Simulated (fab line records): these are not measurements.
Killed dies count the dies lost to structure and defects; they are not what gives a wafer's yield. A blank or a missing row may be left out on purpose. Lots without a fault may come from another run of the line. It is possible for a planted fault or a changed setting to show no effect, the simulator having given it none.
Matching of chambers / flow n5Finfet / rieDiel-01 running N5_HKMG_FIN_ETCH_35: 4 sister chambers
The step etches SOC in N2/H2, target depth 215.8 nm, time 243.4 s. 4 wafers are shown with their chamber, then 7 later ones without.

== EACH WAFER AND ITS CHAMBER ==
wafer=L078.4; chamber=1; drypumpMotorCurrentA (A)=5.2
wafer=L074.6; chamber=2; drypumpMotorCurrentA (A)=5.0
wafer=L087.1; chamber=0; drypumpMotorCurrentA (A)=6.3
wafer=L087.3; chamber=3; drypumpMotorCurrentA (A)=5.4

== WAFERS WHOSE CHAMBER IS MISSING ==
wafer=L087.6; drypumpMotorCurrentA (A)=6.4
wafer=L093.1; drypumpMotorCurrentA (A)=5.2
wafer=L093.2; drypumpMotorCurrentA (A)=4.9
wafer=L093.4; drypumpMotorCurrentA (A)=5.4
wafer=L094.1; drypumpMotorCurrentA (A)=5.3
wafer=L094.2; drypumpMotorCurrentA (A)=5.2
wafer=L094.5; drypumpMotorCurrentA (A)=6.4

== CHAMBER TAKEN BY EACH ==
wafer=L087.6; from the rows above=0; in truth=0
wafer=L093.1; from the rows above=1; in truth=1
wafer=L093.2; from the rows above=2; in truth=2
wafer=L093.4; from the rows above=3; in truth=3
wafer=L094.1; from the rows above=can't be placed: 1 or 3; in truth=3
wafer=L094.2; from the rows above=1; in truth=1
wafer=L094.5; from the rows above=0; in truth=0
Correctly placed: 6 of 7. These rows do not allow placing 1 (true chamber among the candidates in 1). 0 placed wrongly.
How it was worked out, from the rows above alone: a wafer's distance from a chamber is the root of the sum, over the readings, of the square of ((its reading less the chamber's mean) divided by the reading's scatter). If the next closest chamber is less than 2 further off than the closest, the wafer can't be placed; otherwise it belongs to the closest. Each chamber's mean is taken over the wafers shown for it. The scatter: with one shown wafer a chamber, the root of the mean of the squares of how far each hidden wafer lies from its nearest shown one.
